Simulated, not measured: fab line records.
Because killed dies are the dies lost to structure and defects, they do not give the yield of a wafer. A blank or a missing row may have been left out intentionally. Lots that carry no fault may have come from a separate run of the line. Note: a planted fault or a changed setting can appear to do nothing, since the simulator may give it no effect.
Which of the tools did it? :: flow n5_finfet :: 10 lots with 30 wafers sampled at 4 steps, on a route of 1938 steps

WHAT THE GAUGES READ, wafer by wafer
The record lacks any reading of a measuring or inspecting step that a usual standard deviation could be used to judge.

TOOL THAT RAN EACH LOT (tool first, then ch and the chambers of the sampled wafers, then the start)
lot: L761
N5_BEOL_M5_SPUTTER_88: pvd_sputter-01, day 9 16:23
N5_BEOL_M5_DEP_56: pecvd-01 ch 0,1,2, day 9 18:29
N5_BEOL_M6_ETCH_61: rie_diel-04 ch 0,3, day 9 19:55
N5_BEOL_M6_STRIP_67: rie_diel-04 ch 0,3, day 9 20:08

lot: L764
N5_BEOL_M5_SPUTTER_88: pvd_sputter-02, day 10 14:04
N5_BEOL_M5_DEP_56: pecvd-03 ch 0,1, day 10 16:09
N5_BEOL_M6_ETCH_61: rie_diel-02 ch 0,1, day 10 18:13
N5_BEOL_M6_STRIP_67: rie_diel-02 ch 0,1, day 10 18:25

lot: L763
N5_BEOL_M5_SPUTTER_88: pvd_sputter-02, day 10 22:52
N5_BEOL_M5_DEP_56: pecvd-01 ch 0,1,2, day 11 00:57
N5_BEOL_M6_ETCH_61: rie_diel-04 ch 0,1,3, day 11 04:43
N5_BEOL_M6_STRIP_67: rie_diel-04 ch 0,1,3, day 11 04:55

lot: L768
N5_BEOL_M5_SPUTTER_88: pvd_sputter-02, day 13 13:44
N5_BEOL_M5_DEP_56: pecvd-02 ch 1,2, day 13 15:49
N5_BEOL_M6_ETCH_61: rie_diel-04 ch 0,3, day 13 19:03
N5_BEOL_M6_STRIP_67: rie_diel-04 ch 0,3, day 13 19:15

lot: L777
N5_BEOL_M5_SPUTTER_88: pvd_sputter-02, day 16 00:53
N5_BEOL_M5_DEP_56: pecvd-02 ch 1,2, day 16 03:07
N5_BEOL_M6_ETCH_61: rie_diel-04 ch 0,1,3, day 16 04:56
N5_BEOL_M6_STRIP_67: rie_diel-04 ch 0,1,3, day 16 05:08

lot: L775
N5_BEOL_M5_SPUTTER_88: pvd_sputter-03, day 16 06:44
N5_BEOL_M5_DEP_56: pecvd-02 ch 0,1,2, day 16 08:49
N5_BEOL_M6_ETCH_61: rie_diel-04 ch 1,2, day 16 12:29
N5_BEOL_M6_STRIP_67: rie_diel-04 ch 1,2, day 16 12:41

lot: L782
N5_BEOL_M5_SPUTTER_88: pvd_sputter-01, day 16 20:43
N5_BEOL_M5_DEP_56: pecvd-02 ch 0,1,2, day 16 22:48
N5_BEOL_M6_ETCH_61: rie_diel-02 ch 1,2,3, day 17 01:17
N5_BEOL_M6_STRIP_67: rie_diel-02 ch 1,2,3, day 17 01:28

lot: L784
N5_BEOL_M5_SPUTTER_88: pvd_sputter-02, day 16 23:27
N5_BEOL_M5_DEP_56: pecvd-01 ch 1,2, day 17 01:31
N5_BEOL_M6_ETCH_61: rie_diel-02 ch 1,2, day 17 03:58
N5_BEOL_M6_STRIP_67: rie_diel-02 ch 1,2, day 17 04:10

lot: L769
N5_BEOL_M5_SPUTTER_88: pvd_sputter-01, day 18 05:24
N5_BEOL_M5_DEP_56: pecvd-02 ch 1,2, day 18 07:29
N5_BEOL_M6_ETCH_61: rie_diel-05 ch 0,2, day 18 09:20
N5_BEOL_M6_STRIP_67: rie_diel-05 ch 0,2, day 18 09:32

lot: L783
N5_BEOL_M5_SPUTTER_88: pvd_sputter-02, day 18 05:32
N5_BEOL_M5_DEP_56: pecvd-03 ch 0,2, day 18 07:38
N5_BEOL_M6_ETCH_61: rie_diel-05 ch 1,2, day 18 11:25
N5_BEOL_M6_STRIP_67: rie_diel-05 ch 1,2, day 18 11:37
- N5_BEOL_M5_SPUTTER_88: material Cu, target thk 15 nm, time 27.62 s.
- N5_BEOL_M5_DEP_56: deposits SiCN from 3MS/NH3, target thk 8 nm, time 14 s.
- N5_BEOL_M6_ETCH_61: etches SiARC in CF4, target depth 45.5 nm, time 75.8 s.
- N5_BEOL_M6_STRIP_67: strips in CF4.

AS READ BY THE TOOLS THEMSELVES (means over the sampled wafers that have a number; for cases with no such wafer, the mark the record gives instead)
N5_BEOL_M5_SPUTTER_88. Usual: 29.6 % for throttle_valve_pct, sd 1.
lot: L761
tool: pvd_sputter-01
throttle_valve_pct (%): 29.7
flag: 

lot: L764
tool: pvd_sputter-02
throttle_valve_pct (%): 29.8
flag: 

lot: L763
tool: pvd_sputter-02
throttle_valve_pct (%): 29.4
flag: 

lot: L768
tool: pvd_sputter-02
throttle_valve_pct (%): 29.9
flag: 

lot: L777
tool: pvd_sputter-02
throttle_valve_pct (%): 29.5
flag: 

lot: L775
tool: pvd_sputter-03
throttle_valve_pct (%): 28.9
flag: 

lot: L782
tool: pvd_sputter-01
throttle_valve_pct (%): 30.7
flag: 

lot: L784
tool: pvd_sputter-02
throttle_valve_pct (%): 29.3
flag: 

lot: L769
tool: pvd_sputter-01
throttle_valve_pct (%): 30.8
flag: 

lot: L783
tool: pvd_sputter-02
throttle_valve_pct (%): 29.1
flag: 

N5_BEOL_M5_DEP_56. Usual: showerhead_plenum_p_Torr 3.663 Torr, standard deviation 0.01; throttle_valve_pct 9.0 %, standard deviation 0.41.
lot: L761
tool: pecvd-01
showerhead_plenum_p_Torr (Torr): 3.673
throttle_valve_pct (%): 8.9
flag: 

lot: L764
tool: pecvd-03
showerhead_plenum_p_Torr (Torr): 3.656
throttle_valve_pct (%): 9.2
flag: 

lot: L763
tool: pecvd-01
showerhead_plenum_p_Torr (Torr): 3.662
throttle_valve_pct (%): 9.1
flag: 

lot: L768
tool: pecvd-02
showerhead_plenum_p_Torr (Torr): 3.663
throttle_valve_pct (%): 8.9
flag: 

lot: L777
tool: pecvd-02
showerhead_plenum_p_Torr (Torr): 3.662
throttle_valve_pct (%): 8.9
flag: 

lot: L775
tool: pecvd-02
showerhead_plenum_p_Torr (Torr): 3.664
throttle_valve_pct (%): 9.0
flag: 

lot: L782
tool: pecvd-02
showerhead_plenum_p_Torr (Torr): 3.665
throttle_valve_pct (%): 9.1
flag: 

lot: L784
tool: pecvd-01
showerhead_plenum_p_Torr (Torr): 3.671
throttle_valve_pct (%): 8.7
flag: 

lot: L769
tool: pecvd-02
showerhead_plenum_p_Torr (Torr): 3.666
throttle_valve_pct (%): 8.9
flag: 

lot: L783
tool: pecvd-03
showerhead_plenum_p_Torr (Torr): 3.668
throttle_valve_pct (%): 9.0
flag: 

N5_BEOL_M6_ETCH_61. Usual: bias_w is 36.02 W with standard deviation 0.11, drypump_motor_current_A is 5.6 A with standard deviation 0.35, etch_rf_on_time_s is 76.0 s with standard deviation 1.4, oes_product_au is 0.69 a.u. with standard deviation 0.081, rf_vpp_V is 184.2 V with standard deviation 1.2, showerhead_plenum_p_Torr is 2.16 Torr with standard deviation 0.081, and throttle_valve_pct is 15.62 % with standard deviation 0.19.
lot: L761
tool: rie_diel-04
bias_w (W): 35.86
drypump_motor_current_A (A): 5.8
etch_rf_on_time_s (s): 74.3
oes_product_au (a.u.): 0.74
rf_vpp_V (V): 185.8
showerhead_plenum_p_Torr (Torr): 2.25
throttle_valve_pct (%): 15.56
flag: 

lot: L764
tool: rie_diel-02
bias_w (W): 36.02
drypump_motor_current_A (A): 5.7
etch_rf_on_time_s (s): 75.6
oes_product_au (a.u.): 0.62
rf_vpp_V (V): 183.9
showerhead_plenum_p_Torr (Torr): 2.15
throttle_valve_pct (%): 15.65
flag: 

lot: L763
tool: rie_diel-04
bias_w (W): 36.08
drypump_motor_current_A (A): 5.6
etch_rf_on_time_s (s): 75.6
oes_product_au (a.u.): 0.78
rf_vpp_V (V): 184.4
showerhead_plenum_p_Torr (Torr): 2.18
throttle_valve_pct (%): 15.51
flag: 

lot: L768
tool: rie_diel-04
bias_w (W): 36.07
drypump_motor_current_A (A): 5.8
etch_rf_on_time_s (s): 73.9
oes_product_au (a.u.): 0.77
rf_vpp_V (V): 184.8
showerhead_plenum_p_Torr (Torr): 2.24
throttle_valve_pct (%): 15.46
flag: 

lot: L777
tool: rie_diel-04
bias_w (W): 39.65
drypump_motor_current_A (A): 5.6
etch_rf_on_time_s (s): 74.3
oes_product_au (a.u.): 0.74
rf_vpp_V (V): 196.2
showerhead_plenum_p_Torr (Torr): 2.17
throttle_valve_pct (%): 15.58
flag: OFF

lot: L775
tool: rie_diel-04
bias_w (W): 39.69
drypump_motor_current_A (A): 5.5
etch_rf_on_time_s (s): 73.1
oes_product_au (a.u.): 0.75
rf_vpp_V (V): 194.9
showerhead_plenum_p_Torr (Torr): 2.08
throttle_valve_pct (%): 15.66
flag: OFF

lot: L782
tool: rie_diel-02
bias_w (W): 36.00
drypump_motor_current_A (A): 5.7
etch_rf_on_time_s (s): 76.9
oes_product_au (a.u.): 0.61
rf_vpp_V (V): 183.8
showerhead_plenum_p_Torr (Torr): 2.15
throttle_valve_pct (%): 15.81
flag: 

lot: L784
tool: rie_diel-02
bias_w (W): 35.97
drypump_motor_current_A (A): 5.7
etch_rf_on_time_s (s): 76.4
oes_product_au (a.u.): 0.60
rf_vpp_V (V): 184.6
showerhead_plenum_p_Torr (Torr): 2.21
throttle_valve_pct (%): 15.76
flag: 

lot: L769
tool: rie_diel-05
bias_w (W): 36.20
drypump_motor_current_A (A): 6.0
etch_rf_on_time_s (s): 76.0
oes_product_au (a.u.): 0.73
rf_vpp_V (V): 184.4
showerhead_plenum_p_Torr (Torr): 2.17
throttle_valve_pct (%): 15.60
flag: 

lot: L783
tool: rie_diel-05
bias_w (W): 35.93
drypump_motor_current_A (A): 5.5
etch_rf_on_time_s (s): 75.7
oes_product_au (a.u.): 0.72
rf_vpp_V (V): 184.3
showerhead_plenum_p_Torr (Torr): 2.23
throttle_valve_pct (%): 15.49
flag: 

N5_BEOL_M6_STRIP_67. Usual: drypump_motor_current_A 5.6 A, standard deviation 0.36; oes_product_au 0.81 a.u., standard deviation 0.089; power_w 300.0 W, standard deviation 0.91; rf_vpp_V 271.5 V, standard deviation 1.6; showerhead_plenum_p_Torr 1.81 Torr, standard deviation 0.068; throttle_valve_pct 13.59 %, standard deviation 0.2.
lot: L761
tool: rie_diel-04
drypump_motor_current_A (A): 5.8
oes_product_au (a.u.): 0.85
power_w (W): 299.1
rf_vpp_V (V): 273.9
showerhead_plenum_p_Torr (Torr): 1.88
throttle_valve_pct (%): 13.55
flag: 

lot: L764
tool: rie_diel-02
drypump_motor_current_A (A): 5.7
oes_product_au (a.u.): 0.72
power_w (W): 300.6
rf_vpp_V (V): 271.5
showerhead_plenum_p_Torr (Torr): 1.80
throttle_valve_pct (%): 13.67
flag: 

lot: L763
tool: rie_diel-04
drypump_motor_current_A (A): 5.6
oes_product_au (a.u.): 0.91
power_w (W): 300.2
rf_vpp_V (V): 271.8
showerhead_plenum_p_Torr (Torr): 1.83
throttle_valve_pct (%): 13.46
flag: 

lot: L768
tool: rie_diel-04
drypump_motor_current_A (A): 5.8
oes_product_au (a.u.): 0.89
power_w (W): 299.6
rf_vpp_V (V): 272.3
showerhead_plenum_p_Torr (Torr): 1.88
throttle_valve_pct (%): 13.43
flag: 

lot: L777
tool: rie_diel-04
drypump_motor_current_A (A): 5.6
oes_product_au (a.u.): 0.85
power_w (W): 299.8
rf_vpp_V (V): 271.4
showerhead_plenum_p_Torr (Torr): 1.82
throttle_valve_pct (%): 13.54
flag: 

lot: L775
tool: rie_diel-04
drypump_motor_current_A (A): 5.5
oes_product_au (a.u.): 0.86
power_w (W): 299.4
rf_vpp_V (V): 269.1
showerhead_plenum_p_Torr (Torr): 1.74
throttle_valve_pct (%): 13.61
flag: 

lot: L782
tool: rie_diel-02
drypump_motor_current_A (A): 5.7
oes_product_au (a.u.): 0.72
power_w (W): 298.5
rf_vpp_V (V): 271.3
showerhead_plenum_p_Torr (Torr): 1.80
throttle_valve_pct (%): 13.79
flag: 

lot: L784
tool: rie_diel-02
drypump_motor_current_A (A): 5.8
oes_product_au (a.u.): 0.71
power_w (W): 301.1
rf_vpp_V (V): 271.6
showerhead_plenum_p_Torr (Torr): 1.85
throttle_valve_pct (%): 13.77
flag: 

lot: L769
tool: rie_diel-05
drypump_motor_current_A (A): 5.9
oes_product_au (a.u.): 0.85
power_w (W): 300.5
rf_vpp_V (V): 273.0
showerhead_plenum_p_Torr (Torr): 1.82
throttle_valve_pct (%): 13.55
flag: 

lot: L783
tool: rie_diel-05
drypump_motor_current_A (A): 5.5
oes_product_au (a.u.): 0.84
power_w (W): 300.1
rf_vpp_V (V): 272.3
showerhead_plenum_p_Torr (Torr): 1.86
throttle_valve_pct (%): 13.43
flag: 

THE ANSWER, worked out from the rows above alone
Rule: take the mean of a lot's wafers that have a number; if it is more than 3 standard deviations from the usual mean, the lot is off. A lot without any number at a reading at which 4 lots or more have one is off too. Where the step has rows for the other lots, those lots are counted as sound. Order of review: gauges by route order, followed by the tools' own readings, for which a lot's mean as printed above is used. At the first step where some lot is off, the reading lying furthest off is the one used; lots without a number count as furthest.
Off: L777, L775 (N5_BEOL_M6_ETCH_61, bias_w).
A tool fits if, at that step or a process step before it, it ran every lot that is off, and no sound lot after the first of them. One fits: rie_diel-04 at N5_BEOL_M6_ETCH_61. Its last sound lot is L768 (day 13 19:03), its first lot that is off L777 (day 16 04:56): a fault that began between those two fits.
The tool's own readings at N5_BEOL_M6_ETCH_61 bear it out: on the lots that are off they differ by more than 5 times the standard deviation of the sound lots' means. bias_w reads 39.67 W there against 36.02 W on the sound lots; rf_vpp_V reads 195.6 V there against 184.5 V on the sound lots.

WHAT HAD BEEN PUT IN BY THE SIMULATOR
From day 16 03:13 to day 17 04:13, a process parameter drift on rie_diel-04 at N5_BEOL_M6_ETCH_61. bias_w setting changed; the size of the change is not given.
Lots struck among those shown: L777, L775. This agrees with what the rule above found.
